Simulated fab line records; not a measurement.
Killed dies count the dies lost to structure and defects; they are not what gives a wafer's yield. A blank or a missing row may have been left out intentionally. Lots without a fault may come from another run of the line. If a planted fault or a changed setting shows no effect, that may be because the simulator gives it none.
Chamber matching :: flow nandHarc :: NHARC_P_CONTACT_STRIP_28 on rieDiel-07 has 4 sister chambers
The step strips in O2. 24 wafers are shown with their chamber, then 12 later ones without.

== WAFERS PAIRED WITH THEIR CHAMBERS ==
wafer: L074.3
chamber: 3
drypumpMotorCurrentA (A): 5.8
oesProductAu (a.u.): 1.014
rfVppV (V): 57.6

wafer: L074.5
chamber: 2
drypumpMotorCurrentA (A): 5.8
oesProductAu (a.u.): 0.987
rfVppV (V): 57.6

wafer: L074.6
chamber: 1
drypumpMotorCurrentA (A): 6.6
oesProductAu (a.u.): 1.006
rfVppV (V): 58.0

wafer: L077.2
chamber: 3
drypumpMotorCurrentA (A): 5.8
oesProductAu (a.u.): 1.009
rfVppV (V): 57.7

wafer: L077.3
chamber: 1
drypumpMotorCurrentA (A): 6.5
oesProductAu (a.u.): 0.988
rfVppV (V): 59.7

wafer: L077.5
chamber: 1
drypumpMotorCurrentA (A): 6.5
oesProductAu (a.u.): 0.992
rfVppV (V): 57.4

wafer: L079.1
chamber: 0
drypumpMotorCurrentA (A): 5.2
oesProductAu (a.u.): 1.001
rfVppV (V): 57.3

wafer: L079.5
chamber: 3
drypumpMotorCurrentA (A): 5.8
oesProductAu (a.u.): 1.007
rfVppV (V): 57.9

wafer: L079.6
chamber: 0
drypumpMotorCurrentA (A): 5.2
oesProductAu (a.u.): 1.008
rfVppV (V): 57.2

wafer: L081.2
chamber: 0
drypumpMotorCurrentA (A): 5.2
oesProductAu (a.u.): 1.007
rfVppV (V): 57.2

wafer: L081.3
chamber: 1
drypumpMotorCurrentA (A): 6.5
oesProductAu (a.u.): 0.997
rfVppV (V): 59.9

wafer: L081.4
chamber: 3
drypumpMotorCurrentA (A): 5.8
oesProductAu (a.u.): 1.003
rfVppV (V): 57.6

wafer: L082.1
chamber: 1
drypumpMotorCurrentA (A): 6.5
oesProductAu (a.u.): 0.999
rfVppV (V): 59.1

wafer: L082.2
chamber: 3
drypumpMotorCurrentA (A): 5.8
oesProductAu (a.u.): 1.015
rfVppV (V): 57.8

wafer: L082.4
chamber: 2
drypumpMotorCurrentA (A): 5.8
oesProductAu (a.u.): 0.998
rfVppV (V): 57.6

wafer: L083.1
chamber: 2
drypumpMotorCurrentA (A): 5.8
oesProductAu (a.u.): 0.996
rfVppV (V): 57.3

wafer: L083.2
chamber: 3
drypumpMotorCurrentA (A): 5.8
oesProductAu (a.u.): 1.006
rfVppV (V): 58.7

wafer: L083.3
chamber: 1
drypumpMotorCurrentA (A): 6.5
oesProductAu (a.u.): 0.997
rfVppV (V): 58.5

wafer: L084.1
chamber: 3
drypumpMotorCurrentA (A): 5.8
oesProductAu (a.u.): 1.011
rfVppV (V): 57.5

wafer: L084.2
chamber: 0
drypumpMotorCurrentA (A): 5.2
oesProductAu (a.u.): 1.008
rfVppV (V): 58.2

wafer: L084.6
chamber: 0
drypumpMotorCurrentA (A): 5.2
oesProductAu (a.u.): 1.006
rfVppV (V): 57.5

wafer: L087.1
chamber: 0
drypumpMotorCurrentA (A): 5.2
oesProductAu (a.u.): 0.997
rfVppV (V): 57.7

wafer: L087.3
chamber: 2
drypumpMotorCurrentA (A): 5.8
oesProductAu (a.u.): 0.987
rfVppV (V): 58.7

wafer: L087.6
chamber: 1
drypumpMotorCurrentA (A): 6.5
oesProductAu (a.u.): 1.001
rfVppV (V): 57.7

SIGNATURES (means of the wafers above)
reading: drypumpMotorCurrentA
chamber 0: 5.200
chamber 1: 6.514
chamber 2: 5.800
chamber 3: 5.800
scatter within a chamber: 0.0207

reading: oesProductAu
chamber 0: 1.00450
chamber 1: 0.99714
chamber 2: 0.99200
chamber 3: 1.00929
scatter within a chamber: 0.00512

reading: rfVppV
chamber 0: 57.517
chamber 1: 58.614
chamber 2: 57.800
chamber 3: 57.829
scatter within a chamber: 0.658
Rule: for each reading, subtract the chamber's mean from the wafer's reading, divide by that reading's scatter and square the result; add these up over the readings and take the root, which gives the wafer's distance from the chamber. If the next closest chamber is less than 2 further off than the closest, the wafer can't be placed; otherwise it belongs to the closest. The scatter is the square root of a quotient: the sum, over the shown wafers, of each reading's squared deviation from its chamber's mean, divided by wafers minus chambers.

== WAFERS MISSING THEIR CHAMBER ==
wafer: L089.2
drypumpMotorCurrentA (A): 5.8
oesProductAu (a.u.): 1.001
rfVppV (V): 57.1

wafer: L089.5
drypumpMotorCurrentA (A): 5.2
oesProductAu (a.u.): 1.001
rfVppV (V): 57.7

wafer: L089.6
drypumpMotorCurrentA (A): 6.5
oesProductAu (a.u.): 0.997
rfVppV (V): 58.8

wafer: L088.2
drypumpMotorCurrentA (A): 5.8
oesProductAu (a.u.): 1.010
rfVppV (V): 56.9

wafer: L088.3
drypumpMotorCurrentA (A): 5.2
oesProductAu (a.u.): 1.006
rfVppV (V): 57.2

wafer: L088.5
drypumpMotorCurrentA (A): 5.8
oesProductAu (a.u.): 0.990
rfVppV (V): 57.2

wafer: L090.2
drypumpMotorCurrentA (A): 5.8
oesProductAu (a.u.): 0.995
rfVppV (V): 58.1

wafer: L090.5
drypumpMotorCurrentA (A): 5.8
oesProductAu (a.u.): 1.000
rfVppV (V): 57.4

wafer: L090.6
drypumpMotorCurrentA (A): 6.5
oesProductAu (a.u.): 1.001
rfVppV (V): 59.7

wafer: L093.1
drypumpMotorCurrentA (A): 6.5
oesProductAu (a.u.): 1.012
rfVppV (V): 57.1

wafer: L093.4
drypumpMotorCurrentA (A): 5.8
oesProductAu (a.u.): 1.012
rfVppV (V): 58.2

wafer: L093.6
drypumpMotorCurrentA (A): 5.8
oesProductAu (a.u.): 0.984
rfVppV (V): 56.4

== WHICH CHAMBER EACH WENT THROUGH ==
wafer: L089.2
from the rows above: can't be placed: 3 or 2
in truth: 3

wafer: L089.5
from the rows above: 0
in truth: 0

wafer: L089.6
from the rows above: 1
in truth: 1

wafer: L088.2
from the rows above: 3
in truth: 3

wafer: L088.3
from the rows above: 0
in truth: 0

wafer: L088.5
from the rows above: 2
in truth: 2

wafer: L090.2
from the rows above: 2
in truth: 2

wafer: L090.5
from the rows above: can't be placed: 2 or 3
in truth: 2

wafer: L090.6
from the rows above: 1
in truth: 1

wafer: L093.1
from the rows above: 1
in truth: 1

wafer: L093.4
from the rows above: 3
in truth: 3

wafer: L093.6
from the rows above: 2
in truth: 2
Correctly placed: 10 of 12. Unplaceable from these rows: 2, with the true chamber sitting among the candidates in 2. Placed wrongly: 0.
